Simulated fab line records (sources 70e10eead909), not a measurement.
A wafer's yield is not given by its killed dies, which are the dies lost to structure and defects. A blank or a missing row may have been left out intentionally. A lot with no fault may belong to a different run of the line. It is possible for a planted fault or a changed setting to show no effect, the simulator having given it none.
fab line records    flow nandHarc
[record] lots = 24  wafers = 72  lastDay = 34
route steps=1302 shown A_STAIRCASE@702
lots that met no fault: from a run of the same line without faults
startH: hours from the record's opening day to when the first of the lot's shown wafers began    waitH: hours elapsed since this lot's preceding step    " unchanged from the row above    L1.1+2: a row that stands for several wafers    - no value, or no start given    * or withheld: withheld    < > ~ a bound
route shown NAME@n: NAME is a module with steps in the file, n the number in the route of the first one    usual: mean/standard deviation of fault-free wafers    same: alike in all rows    chamber/n: place in a boat    sites: readings site by site    _std_site: standard deviation across them    _edge_site: the outer-site mean with the inner-site mean subtracted    radiusMm: how far each site lies from the wafer's centre    mask NAME#n: copy n    behind: the most recent tool/chamber to have shaped the wafer    hold: cause of the lot's hold/its duration in hours/its outcome    device: the n, p or np transistor that did not switch    end of line: tests of these same wafers at the route's end    for a step that has no rows: nothing shown but its recipe    killed: the dies lost at the first sort to structure and to defects; this is not the yield of the wafer    map: per-die view of a wafer (x killed, . not killed, _ where there is no die)
set.NAME: the setting the step ran with; set.NAME@STEP: the setting that earlier step ran with    model.NAME: the simulator's own value behind a step, which no gauge read
the route's steps for a sample of lots (tables are steps, rows are wafers)
services: from which hour (startH, from the record's first day; less than 0 if before it) a tool's chamber was out of use, for how many hours, and why
[[steps]]
[step NHARC_A_STAIRCASE_ETCH_188]
[recipe] targetDepthA = 1000  timeS = 40.5  ionEnergyEv = 400  c4f8FlowSccm = 20  o2FlowSccm = 10  arFlowSccm = withheld  rfW = 600  biasW = 1000  chemistry = C4F8/O2
[usual] oesProductAu = 0.942/0.014  rfVppV = 895/5.1
lot.wafer  tool        chamber  startH  waitH  oesProductAu  rfHoursCounterH  rfVppV
L074.5     rieDiel-08  1        -       -      0.934         -                904
L074.4     "           2        "       "      0.936         -                891
L074.6     "           3        "       "      0.930         -                895
L075.1     rieDiel-10  0        -       -      0.941         29               895
L075.5     "           3        "       "      0.970         -                896
L075.6     "           0        "       "      0.931         -                895
L076.1     rieDiel-01  0        -       -      0.959         54               893
L076.2     "           1        "       "      0.954         49               895
L076.5     "           0        "       "      0.949         -                893
L077.1     rieDiel-10  3        -       -      0.967         43               897
L077.4     "           2        "       "      0.960         37               897
L077.6     "           3        "       "      0.962         -                897
L078.1     rieDiel-10  3        -       -      0.943         46               895
L078.3     "           2        "       "      0.931         40               895
L078.6     "           0        "       "      0.930         -                894
L079.1     rieDiel-10  1        -       -      0.921         37               886
L079.3     "           2        "       "      0.924         40               897
L079.5     "           0        "       "      0.925         -                894
L080.2     rieDiel-08  3        -       -      0.924         11               891
L080.3     "           0        "       "      0.911         13               887
L080.6     "           3        "       "      0.927         -                893
L081.1     rieDiel-10  0        -       -      0.940         48               894
L081.3     "           1        "       "      0.919         43               885
L081.5     "           0        "       "      0.924         -                893
L083.2     rieDiel-10  2        -       -      0.947         1                898
L083.4     "           3        "       "      0.937         1                897
L083.1     "           0        "       "      0.927         1                894
L082.4     rieDiel-01  1        -       -      0.939         22               893
L082.2     "           3        "       "      0.939         17               891
L082.5     "           1        "       "      0.937         -                893
L085.3     rieDiel-10  1        -       -      0.948         10               906
L085.6     "           1        "       "      0.948         -                905
L085.5     "           2        "       "      0.951         -                896
L084.2     rieDiel-08  2        -       -      0.953         27               890
L084.5     "           1        "       "      0.952         -                904
L084.6     "           2        "       "      0.951         -                889
L086.2     rieDiel-08  2        -       -      0.937         33               888
L086.6     "           0        "       "      0.914         -                887
L086.5     "           1        "       "      0.947         -                904
L087.1     rieDiel-01  3        -       -      0.949         37               891
L087.5     "           2        "       "      0.948         -                891
L087.6     "           3        "       "      0.951         -                891
L088.3     rieDiel-08  3        -       -      0.928         36               893
L088.6     "           1        "       "      0.942         -                903
L088.5     "           2        "       "      0.939         -                889
L089.3     rieDiel-10  0        -       -      0.957         19               894
L089.1     "           1        "       "      0.964         21               905
L089.5     "           0        "       "      0.949         -                896
L091.3     rieDiel-01  1        -       -      0.931         51               894
L091.1     "           2        "       "      0.921         41               890
L091.5     "           1        "       "      0.923         -                894
L090.2     rieDiel-10  3        -       -      0.929         23               896
L090.1     "           0        "       "      0.947         23               895
L090.6     "           3        "       "      0.944         -                895
L092.4     rieDiel-10  2        -       -      0.949         34               896
L092.2     "           3        "       "      0.936         32               895
L092.3     "           1        "       "      0.969         33               903
L093.2     rieDiel-01  3        -       -      0.952         58               890
L093.5     "           2        "       "      0.955         -                890
L093.6     "           3        "       "      0.952         -                890
L095.1     rieDiel-10  0        -       -      0.948         37               895
L095.3     "           3        "       "      0.964         40               896
L095.6     "           1        "       "      0.948         -                904
L094.2     rieDiel-10  2        -       -      0.934         43               897
L094.4     "           0        "       "      0.923         37               894
L094.5     "           2        "       "      0.935         -                896
L096.1     rieDiel-10  2        -       -      0.947         47               896
L096.3     "           3        "       "      0.962         45               896
L096.2     "           0        "       "      0.952         42               893
L097.1     rieDiel-08  1        -       -      0.967         12               905
L097.2     "           2        "       "      0.945         11               888
L097.3     "           3        "       "      0.941         11               891
[step NHARC_A_STAIRCASE_ETCH_232]
[recipe] targetDepthA = 1000  timeS = 40.5  ionEnergyEv = 400  c4f8FlowSccm = 20  o2FlowSccm = 10  arFlowSccm = withheld  rfW = 600  biasW = 1000  chemistry = C4F8/O2
[usual] oesProductAu = 0.946/0.013  rfVppV = 895/5.2
lot.wafer  tool        chamber  startH  waitH  oesProductAu  rfHoursCounterH  rfVppV
L074.4     rieDiel-10  0        -       -      0.940         28               896
L074.6     "           2        "       "      0.946         -                896
L074.5     "           3        "       "      0.956         -                898
L075.1     rieDiel-08  0        -       -      0.939         58               887
L075.5     "           0        "       "      0.934         -                888
L075.6     "           1        "       "      0.956         -                903
L076.1     rieDiel-01  3        -       -      0.941         51               893
L076.2     "           0        "       "      0.933         56               892
L076.5     "           3        "       "      0.955         -                891
L077.1     rieDiel-10  1        -       -      0.931         36               887
L077.4     "           3        "       "      0.947         46               895
L077.6     "           2        "       "      0.946         -                897
L078.1     rieDiel-01  1        -       -      0.940         1                895
L078.3     "           2        "       "      0.927         1                891
L078.6     "           2        "       "      0.932         -                892
L079.1     rieDiel-10  2        -       -      0.942         43               897
L079.3     "           3        "       "      0.940         50               896
L079.5     "           3        "       "      0.957         -                895
L080.2     rieDiel-01  0        -       -      0.916         11               895
L080.3     "           2        "       "      0.926         9                890
L080.6     "           1        "       "      0.942         -                894
L081.3     rieDiel-10  2        -       -      0.954         50               897
L081.1     "           3        "       "      0.968         57               896
L081.5     "           0        "       "      0.944         -                894
L083.4     rieDiel-10  1        -       -      0.962         5                905
L083.2     "           3        "       "      0.952         4                896
L083.1     "           0        "       "      0.967         4                895
L082.4     rieDiel-10  2        -       -      0.970         6                895
L082.2     "           3        "       "      0.978         4                897
L082.5     "           2        "       "      0.956         -                897
L085.3     rieDiel-01  1        -       -      0.955         36               893
L085.6     "           0        "       "      0.938         -                894
L085.5     "           1        "       "      0.934         -                893
L084.2     rieDiel-10  3        -       -      0.936         10               895
L084.6     "           0        "       "      0.925         -                894
L084.5     "           1        "       "      0.925         -                904
L086.2     rieDiel-01  0        -       -      0.962         45               893
L086.6     "           3        "       "      0.945         -                892
L086.5     "           0        "       "      0.965         -                892
L087.1     rieDiel-10  3        -       -      0.963         15               896
L087.6     "           0        "       "      0.955         -                896
L087.5     "           1        "       "      0.957         -                906
L088.3     rieDiel-08  3        -       -      0.936         41               891
L088.6     "           0        "       "      0.943         -                886
L088.5     "           1        "       "      0.984         -                903
L089.3     rieDiel-08  1        -       -      0.959         47               903
L089.1     "           3        "       "      0.943         43               891
L089.5     "           2        "       "      0.945         -                890
L091.3     rieDiel-01  2        -       -      0.934         43               888
L091.1     "           0        "       "      0.951         55               892
L091.5     "           2        "       "      0.939         -                891
L090.2     rieDiel-08  0        -       -      0.933         49               886
L090.1     "           2        "       "      0.933         48               890
L090.6     "           3        "       "      0.935         -                893
L092.3     rieDiel-10  3        -       -      0.958         33               896
L092.4     "           0        "       "      0.942         32               893
L092.2     "           2        "       "      0.959         36               897
L093.2     rieDiel-10  1        -       -      0.933         42               906
L093.5     "           1        "       "      0.943         -                905
L093.6     "           2        "       "      0.941         -                896
L095.3     rieDiel-08  0        -       -      0.944         1                904
L095.1     "           2        "       "      0.948         1                889
L095.6     "           1        "       "      0.958         -                902
L094.4     rieDiel-10  3        -       -      0.932         43               895
L094.2     "           2        "       "      0.942         46               895
L094.5     "           3        "       "      0.935         -                895
L096.3     rieDiel-01  3        -       -      0.942         4                892
L096.1     "           0        "       "      0.959         4                892
L096.2     "           2        "       "      0.940         5                889
L097.2     rieDiel-08  1        -       -      0.948         14               904
L097.3     "           3        "       "      0.931         13               894
L097.1     "           0        "       "      0.935         14               904
[step NHARC_A_STAIRCASE_TRIM_233]
[recipe] timeS = 211.2  o2FlowSccm = 500  arFlowSccm = 0  biasW = 0  chemistry = O2
[usual] drypumpMotorCurrentA = 5.75/0.29  oesProductAu = 1.000/0.01  rfVppV = 57.7/0.87  showerheadPlenumPTorr = 3.49/0.14  throttleValvePct = 17.038/0.0087
lot.wafer  tool        chamber  startH  waitH  drypumpMotorCurrentA  oesProductAu  rfHoursCounterH  rfVppV  showerheadPlenumPTorr  throttleValvePct
L074.4     rieDiel-10  3        -       -      6.01                  1.011         34               59.2    3.55                   17.031
L074.5     "           3        "       "      6.02                  1.008         -                57.8    3.55                   17.041
L074.6     "           0        "       "      5.82                  0.988         -                59.1    3.49                   17.023
L075.1     rieDiel-08  2        -       -      5.87                  1.008         52               56.6    3.36                   17.039
L075.5     "           3        "       "      5.97                  0.991         -                56.5    3.45                   17.052
L075.6     "           0        "       "      5.76                  0.978         -                57.3    3.30                   17.033
L076.2     rieDiel-01  2        -       -      6.11                  0.990         55               57.6    3.38                   17.044
L076.1     "           0        "       "      5.47                  0.998         56               58.3    3.46                   17.036
L076.5     "           1        "       "      6.09                  1.004         -                58.2    3.48                   17.032
L077.4     rieDiel-10  1        -       -      5.66                  0.990         37               57.2    3.28                   17.044
L077.1     "           3        "       "      6.03                  1.018         46               57.6    3.54                   17.043
L077.6     "           2        "       "      5.21                  1.009         -                59.0    3.55                   17.041
L078.3     rieDiel-01  2        -       -      6.12                  0.995         1                58.8    3.38                   17.037
L078.1     "           1        "       "      6.09                  1.026         1                58.2    3.47                   17.052
L078.6     "           3        "       "      5.64                  0.999         -                58.2    3.41                   17.038
L079.3     rieDiel-10  0        -       -      5.86                  0.993         42               58.9    3.49                   17.034
L079.1     "           3        "       "      6.01                  1.022         50               57.7    3.54                   17.037
L079.5     "           0        "       "      5.85                  0.993         -                56.5    3.49                   17.046
L080.3     rieDiel-01  0        -       -      5.46                  0.978         11               57.0    3.46                   17.046
L080.2     "           1        "       "      6.10                  0.994         11               57.8    3.47                   17.042
L080.6     "           1        "       "      6.10                  0.998         -                58.2    3.47                   17.043
L081.3     rieDiel-10  0        -       -      5.85                  0.999         50               58.6    3.48                   17.039
L081.1     "           1        "       "      5.57                  0.980         46               56.4    3.28                   17.037
L081.5     "           2        "       "      5.24                  0.997         -                58.0    3.54                   17.051
L083.2     rieDiel-10  0        -       -      5.87                  0.988         4                58.5    3.48                   17.033
L083.4     "           2        "       "      5.18                  1.002         5                56.9    3.54                   17.034
L083.1     "           3        "       "      5.99                  1.003         4                58.0    3.53                   17.046
L082.4     rieDiel-10  3        -       -      6.00                  1.012         4                58.2    3.53                   17.033
L082.2     "           0        "       "      5.86                  0.997         4                58.9    3.48                   17.033
L082.5     "           2        "       "      5.18                  0.995         -                58.2    3.54                   17.023
L085.3     rieDiel-01  3        -       -      5.64                  1.009         29               57.5    3.39                   17.043
L085.6     "           1        "       "      6.09                  1.006         -                56.7    3.45                   17.047
L085.5     "           2        "       "      6.10                  1.013         -                57.3    3.37                   17.032
L084.2     rieDiel-10  2        -       -      5.18                  1.004         13               58.6    3.53                   17.032
L084.6     "           3        "       "      6.00                  1.007         -                56.1    3.53                   17.049
L084.5     "           0        "       "      5.86                  1.000         -                58.6    3.47                   17.055
L086.2     rieDiel-01  2        -       -      6.11                  1.002         33               57.2    3.36                   17.035
L086.5     "           3        "       "      5.67                  1.000         -                56.6    3.39                   17.041
L086.6     "           0        "       "      5.44                  0.988         -                57.9    3.44                   17.037
L087.1     rieDiel-10  3        -       -      6.02                  1.010         15               59.1    3.52                   17.017
L087.6     "           1        "       "      5.59                  1.010         -                58.7    3.80                   17.040
L087.5     "           2        "       "      5.18                  1.009         -                56.8    3.53                   17.041
L088.3     rieDiel-08  0        -       -      5.75                  0.997         45               57.4    3.28                   17.045
L088.5     "           3        "       "      5.95                  1.010         -                57.5    3.43                   17.054
L088.6     "           0        "       "      5.76                  0.992         -                57.2    3.28                   17.040
L089.1     rieDiel-08  3        -       -      5.93                  1.004         43               58.3    3.43                   17.032
L089.3     "           1        "       "      5.46                  1.017         47               58.1    3.74                   17.028
L089.5     "           2        "       "      5.86                  1.010         -                57.7    3.34                   17.034
L091.3     rieDiel-01  0        -       -      5.51                  0.994         55               58.8    3.43                   17.026
L091.1     "           3        "       "      5.67                  0.993         48               58.4    3.38                   17.018
L091.5     "           0        "       "      5.52                  0.988         -                58.1    3.43                   17.040
L090.2     rieDiel-08  2        -       -      5.85                  0.996         48               57.3    3.34                   17.040
L090.1     "           1        "       "      5.50                  1.013         49               58.4    3.74                   17.032
L090.6     "           2        "       "      5.84                  1.005         -                57.4    3.34                   17.023
L092.3     rieDiel-10  2        -       -      5.21                  1.014         36               58.0    3.52                   17.037
L092.4     "           0        "       "      5.82                  0.992         32               57.4    3.46                   17.045
L092.2     "           1        "       "      5.57                  0.999         35               58.4    3.79                   17.034
L093.2     rieDiel-10  2        -       -      5.19                  1.005         45               59.0    3.52                   17.045
L093.6     "           0        "       "      5.79                  0.995         -                56.3    3.46                   17.034
L093.5     "           1        "       "      5.66                  0.997         -                58.2    3.78                   17.049
L095.1     rieDiel-08  0        -       -      5.75                  0.993         1                58.7    3.81                   17.034
L095.3     "           2        "       "      5.84                  1.000         1                56.9    3.33                   17.039
L095.6     "           0        "       "      5.75                  1.001         -                58.4    3.81                   17.031
L094.4     rieDiel-10  2        -       -      5.22                  1.020         46               58.3    3.52                   17.045
L094.2     "           3        "       "      6.01                  0.999         43               58.3    3.51                   17.042
L094.5     "           3        "       "      6.01                  0.999         -                58.0    3.51                   17.046
L096.3     rieDiel-01  1        -       -      6.10                  1.005         5                58.3    3.43                   17.045
L096.1     "           2        "       "      6.11                  0.986         5                56.9    3.35                   17.032
L096.2     "           3        "       "      5.67                  0.986         4                58.0    3.37                   17.031
L097.2     rieDiel-08  1        -       -      5.49                  0.996         14               58.1    3.73                   17.041
L097.1     "           2        "       "      5.87                  0.984         14               56.8    3.32                   17.037
L097.3     "           3        "       "      5.95                  0.992         13               56.6    3.41                   17.046
[step NHARC_A_STAIRCASE_STRIP_238]
[recipe] powerW = 1500  tempC = 250  chemistry = O2
[usual] drypumpMotorCurrentA = 5.88/0.11  heaterPowerW = 300/36
lot.wafer  tool            chamber  startH  waitH  drypumpMotorCurrentA  heaterPowerW  rfHoursCounterH
L074.4     plasmaAsher-02  0        361.25  0.2    5.87                  288           -
L074.5     "               0        "       "      5.85                  284           -
L074.6     "               1        "       "      6.01                  329           -
L075.1     plasmaAsher-02  0        370.44  0.1    5.88                  285           26
L075.6     "               0        "       "      5.91                  287           -
L075.5     "               1        "       "      6.01                  327           -
L076.1     plasmaAsher-01  1        373.58  0.1    5.69                  330           5
L076.2     "               0        "       "      5.91                  243           5
L076.5     "               1        "       "      5.68                  340           -
L077.1     plasmaAsher-01  1        391.91  0.8    5.71                  338           11
L077.4     "               1        "       "      5.70                  339           -
L077.6     "               0        "       "      5.91                  250           -
L078.1     plasmaAsher-02  1        397.62  0.1    6.00                  319           29
L078.3     "               0        "       "      5.85                  277           -
L078.6     "               0        "       "      5.85                  286           -
L079.1     plasmaAsher-02  0        398.36  0.1    5.87                  281           29
L079.3     "               1        "       "      6.00                  332           -
L079.5     "               0        "       "      5.87                  285           -
L080.2     plasmaAsher-02  0        417.41  0.1    5.86                  288           32
L080.3     "               1        "       "      6.02                  338           -
L080.6     "               0        "       "      5.87                  282           -
L081.1     plasmaAsher-02  0        418.29  0.1    5.86                  279           33
L081.3     "               0        "       "      5.84                  283           -
L081.5     "               0        "       "      5.88                  280           -
L083.1     plasmaAsher-02  1        443.77  0.1    6.02                  341           2
L083.2     "               0        "       "      5.87                  272           2
L083.4     "               0        "       "      5.86                  275           -
L082.2     plasmaAsher-01  0        447.76  0.1    5.93                  247           22
L082.4     "               1        "       "      5.71                  334           -
L082.5     "               0        "       "      5.91                  245           -
L085.3     plasmaAsher-02  0        466.56  0.2    5.86                  270           -
L085.5     "               0        "       "      5.87                  273           -
L085.6     "               1        "       "      6.02                  337           -
L084.2     plasmaAsher-01  0        466.63  0.1    5.95                  251           27
L084.5     "               0        "       "      5.93                  252           -
L084.6     "               1        "       "      5.69                  336           -
L086.2     plasmaAsher-02  0        487.89  0.1    5.86                  270           12
L086.5     "               0        "       "      5.84                  273           -
L086.6     "               1        "       "      6.03                  351           -
L087.1     plasmaAsher-02  1        488.21  0.1    6.01                  348           12
L087.5     "               0        "       "      5.88                  270           -
L087.6     "               1        "       "      6.01                  334           -
L088.3     plasmaAsher-01  1        512.64  0.2    5.70                  330           -
L088.5     "               1        "       "      5.69                  329           -
L088.6     "               0        "       "      5.92                  250           -
L089.1     plasmaAsher-01  0        516.03  0.1    5.90                  248           36
L089.3     "               1        "       "      5.71                  331           -
L089.5     "               0        "       "      5.91                  243           -
L091.1     plasmaAsher-02  1        522.77  0.3    6.01                  341           21
L091.3     "               0        "       "      5.86                  273           -
L091.5     "               1        "       "      6.02                  331           -
L090.1     plasmaAsher-02  1        523.01  0.1    6.01                  350           21
L090.2     "               0        "       "      5.87                  276           21
L090.6     "               1        "       "      6.02                  342           -
L092.2     plasmaAsher-01  0        543.41  0.2    5.90                  256           2
L092.4     "               1        "       "      5.68                  327           -
L092.3     "               0        "       "      5.91                  248           -
L093.2     plasmaAsher-01  0        561.47  0.1    5.94                  248           6
L093.5     "               1        "       "      5.69                  323           -
L093.6     "               0        "       "      5.93                  249           -
L095.1     plasmaAsher-01  1        562.73  0.1    5.71                  326           7
L095.3     "               1        "       "      5.69                  322           -
L095.6     "               0        "       "      5.93                  253           -
L094.2     plasmaAsher-01  1        563.29  0.1    5.71                  331           7
L094.4     "               1        "       "      5.66                  325           -
L094.5     "               0        "       "      5.94                  246           -
L096.1     plasmaAsher-02  1        579.27  0.1    6.01                  337           32
L096.2     "               0        "       "      5.89                  271           32
L096.3     "               1        "       "      6.03                  339           -
L097.2     plasmaAsher-02  0        596.68  0.1    5.84                  281           35
L097.1     "               1        "       "      6.01                  344           35
L097.3     "               0        "       "      5.85                  274           -
[step NHARC_A_STAIRCASE_ETCH_253]
[recipe] targetDepthA = 500  timeS = 20.2  ionEnergyEv = 400  c4f8FlowSccm = 20  o2FlowSccm = 10  arFlowSccm = withheld  rfW = 600  biasW = 1000  chemistry = C4F8/O2
[usual] oesProductAu = 0.957/0.021  rfVppV = 894/4.9
lot.wafer  tool        chamber  startH  waitH  oesProductAu  rfHoursCounterH  rfVppV
L074.4     rieDiel-08  1        362.76  0.1    0.987         63               904
L074.6     "           3        "       "      0.963         -                893
L074.5     "           0        "       "      0.951         -                887
L075.1     rieDiel-01  1        371.96  0.1    0.950         51               895
L075.6     "           1        "       "      0.953         -                895
L075.5     "           2        "       "      0.964         -                890
L076.1     rieDiel-01  2        375.24  0.1    0.971         55               892
L076.2     "           0        "       "      0.955         56               893
L076.5     "           1        "       "      0.975         -                896
L077.1     rieDiel-01  1        393.49  0.1    0.973         0                894
L077.6     "           1        "       "      0.968         -                895
L077.4     "           3        "       "      0.969         -                892
L078.3     rieDiel-10  3        399.19  0.1    0.978         50               897
L078.1     "           0        "       "      0.956         42               893
L078.6     "           0        "       "      0.966         -                895
L079.1     rieDiel-10  3        399.97  0.1    0.964         50               897
L079.3     "           0        "       "      0.947         42               894
L079.5     "           3        "       "      0.968         -                895
L080.3     rieDiel-10  3        418.84  0.1    0.978         58               896
L080.2     "           2        "       "      0.971         50               898
L080.6     "           0        "       "      0.978         -                896
L081.3     rieDiel-10  0        419.77  0.1    0.958         50               895
L081.1     "           3        "       "      0.983         58               898
L081.5     "           0        "       "      0.954         -                894
L083.1     rieDiel-08  1        445.37  0.1    0.976         25               904
L083.4     "           2        "       "      0.966         24               890
L083.2     "           0        "       "      0.958         24               888
L082.2     rieDiel-01  1        449.34  0.1    0.947         27               895
L082.5     "           0        "       "      0.927         -                894
L082.4     "           3        "       "      0.942         -                891
L085.3     rieDiel-01  3        467.95  0.1    0.936         30               891
L085.6     "           0        "       "      0.916         -                893
L085.5     "           1        "       "      0.937         -                894
L084.2     rieDiel-10  1        468.24  0.1    0.960         15               906
L084.5     "           0        "       "      0.966         -                894
L084.6     "           1        "       "      0.965         -                906
L086.2     rieDiel-08  1        489.49  0.1    0.997         39               905
L086.6     "           2        "       "      0.996         -                890
L086.5     "           3        "       "      0.979         -                894
L087.1     rieDiel-01  1        489.64  0.1    0.975         43               892
L087.5     "           0        "       "      0.921         -                892
L087.6     "           1        "       "      0.977         -                893
L088.3     rieDiel-10  0        514.23  0.1    0.911         22               895
L088.6     "           2        "       "      0.920         -                896
L088.5     "           3        "       "      0.922         -                896
L089.3     rieDiel-08  1        517.49  0.1    0.964         48               904
L089.1     "           2        "       "      0.972         46               888
L089.5     "           1        "       "      0.961         -                904
L091.1     rieDiel-01  3        524.21  0.1    0.974         48               891
L091.3     "           0        "       "      0.951         56               892
L091.5     "           3        "       "      0.979         -                890
L090.2     rieDiel-01  0        524.62  0.1    0.928         56               891
L090.1     "           1        "       "      0.912         55               893
L090.6     "           0        "       "      0.924         -                892
L092.2     rieDiel-01  2        544.97  0.1    0.918         51               889
L092.4     "           0        "       "      0.909         63               891
L092.3     "           1        "       "      0.927         62               893
L093.2     rieDiel-08  0        563.07  0.1    0.978         1                905
L093.5     "           0        "       "      0.977         -                907
L093.6     "           2        "       "      0.967         -                889
L095.1     rieDiel-10  3        564.22  0.1    0.998         43               894
L095.3     "           1        "       "      0.957         43               907
L095.6     "           0        "       "      0.962         -                895
L094.4     rieDiel-10  0        564.90  0.1    0.936         40               893
L094.2     "           1        "       "      0.951         43               905
L094.5     "           2        "       "      0.963         -                896
L096.3     rieDiel-10  1        581.03  0.2    0.955         51               904
L096.2     "           2        "       "      0.961         53               896
L096.1     "           3        "       "      0.957         49               896
L097.3     rieDiel-10  2        598.16  0.1    0.994         56               894
L097.2     "           3        "       "      0.968         52               895
L097.1     "           0        "       "      0.956         50               893
[step NHARC_A_STAIRCASE_DEP_259]
[recipe] targetThkA = 300  targetThkNm = 30  tempC = 400  pressureTorr = 3.5  flowSccm = 200  rfW = 350  material = SiON
[usual] heaterPowerW = 746/66
lot.wafer  tool      chamber  startH  waitH  heaterPowerW
L074.6     pecvd-01  2        365.70  0.1    831
L074.4     "         0        "       "      766
L074.5     "         1        "       "      706
L075.1     pecvd-01  0        376.06  1.5    848
L075.6     "         1        "       "      582
L075.5     "         2        "       "      690
L076.1     pecvd-03  2        379.81  1.6    705
L076.2     "         1        "       "      636
L076.5     "         0        "       "      762
L077.1     pecvd-02  2        397.73  1.7    721
L077.6     "         2        "       "      733
L077.4     "         0        "       "      696
L078.1     pecvd-01  0        401.96  1.6    872
L078.3     "         2        "       "      819
L078.6     "         0        "       "      871
L079.1     pecvd-01  2        402.78  1.6    692
L079.3     "         1        "       "      664
L079.5     "         1        "       "      683
L080.3     pecvd-02  2        421.70  1.0    741
L080.2     "         0        "       "      780
L080.6     "         0        "       "      781
L081.3     pecvd-03  1        423.51  0.9    646
L081.1     "         0        "       "      759
L081.5     "         1        "       "      666
L083.2     pecvd-02  1        450.35  1.3    762
L083.1     "         2        "       "      625
L083.4     "         0        "       "      785
L082.2     pecvd-01  0        453.62  1.3    793
L082.5     "         1        "       "      712
L082.4     "         2        "       "      862
L085.3     pecvd-02  0        470.71  0.9    806
L085.5     "         0        "       "      795
L085.6     "         1        "       "      744
L084.2     pecvd-01  0        471.05  1.3    768
L084.5     "         2        "       "      825
L084.6     "         0        "       "      779
L086.2     pecvd-03  0        494.72  1.3    789
L086.6     "         1        "       "      649
L086.5     "         0        "       "      797
L087.1     pecvd-03  1        496.41  1.5    687
L087.6     "         2        "       "      753
L087.5     "         0        "       "      809
L088.3     pecvd-03  1        517.00  0.9    619
L088.5     "         1        "       "      611
L088.6     "         2        "       "      787
L089.1     pecvd-02  2        520.30  1.6    657
L089.3     "         0        "       "      810
L089.5     "         2        "       "      648
L091.3     pecvd-03  2        528.09  1.0    766
L091.1     "         1        "       "      780
L091.5     "         0        "       "      833
L090.1     pecvd-03  1        529.61  1.6    694
L090.2     "         2        "       "      787
L090.6     "         0        "       "      791
L092.2     pecvd-01  1        548.23  1.4    637
L092.3     "         0        "       "      734
L092.4     "         2        "       "      777
L093.2     pecvd-03  1        566.15  1.3    747
L093.6     "         0        "       "      768
L093.5     "         1        "       "      737
L095.3     pecvd-03  0        567.96  0.9    782
L095.1     "         2        "       "      732
L095.6     "         0        "       "      793
L094.2     pecvd-01  0        570.92  1.3    810
L094.5     "         2        "       "      758
L094.4     "         0        "       "      810
L096.1     pecvd-01  2        587.07  1.5    839
L096.3     "         0        "       "      896
L096.2     "         1        "       "      648
L097.3     pecvd-03  0        603.84  0.9    797
L097.2     "         1        "       "      651
L097.1     "         2        "       "      769
[[services]]
tool            chamber  startH  hours  kind
rieDiel-08      -        334.32  0.7    repair
plasmaAsher-01  -        342.26  9.0    pm
rieDiel-08      0        349.19  9.5    repair
rieDiel-08      -        353.90  1.2    repair
pecvd-03        -        366.59  13.0   pm
rieDiel-08      -        370.53  9.0    pm
pecvd-03        1        380.76  5.9    repair
rieDiel-01      -        382.61  9.0    pm
pecvd-03        -        390.45  2.9    repair
rieDiel-10      1        393.31  7.2    repair
rieDiel-08      3        395.82  5.9    repair
plasmaAsher-01  -        404.94  2.1    repair
plasmaAsher-01  -        414.94  0.9    repair
rieDiel-10      -        424.43  9.0    pm
plasmaAsher-02  -        426.00  9.0    pm
rieDiel-01      2        443.63  9.3    repair
rieDiel-01      0        483.12  3.1    repair
plasmaAsher-02  -        540.91  1.5    repair
rieDiel-08      -        549.95  9.0    pm
rieDiel-01      -        559.61  9.0    pm
rieDiel-08      3        561.34  3.8    repair
rieDiel-08      2        573.35  5.6    repair
rieDiel-10      -        601.44  9.0    pm
plasmaAsher-02  -        603.00  9.0    pm
[[key]]
fault none
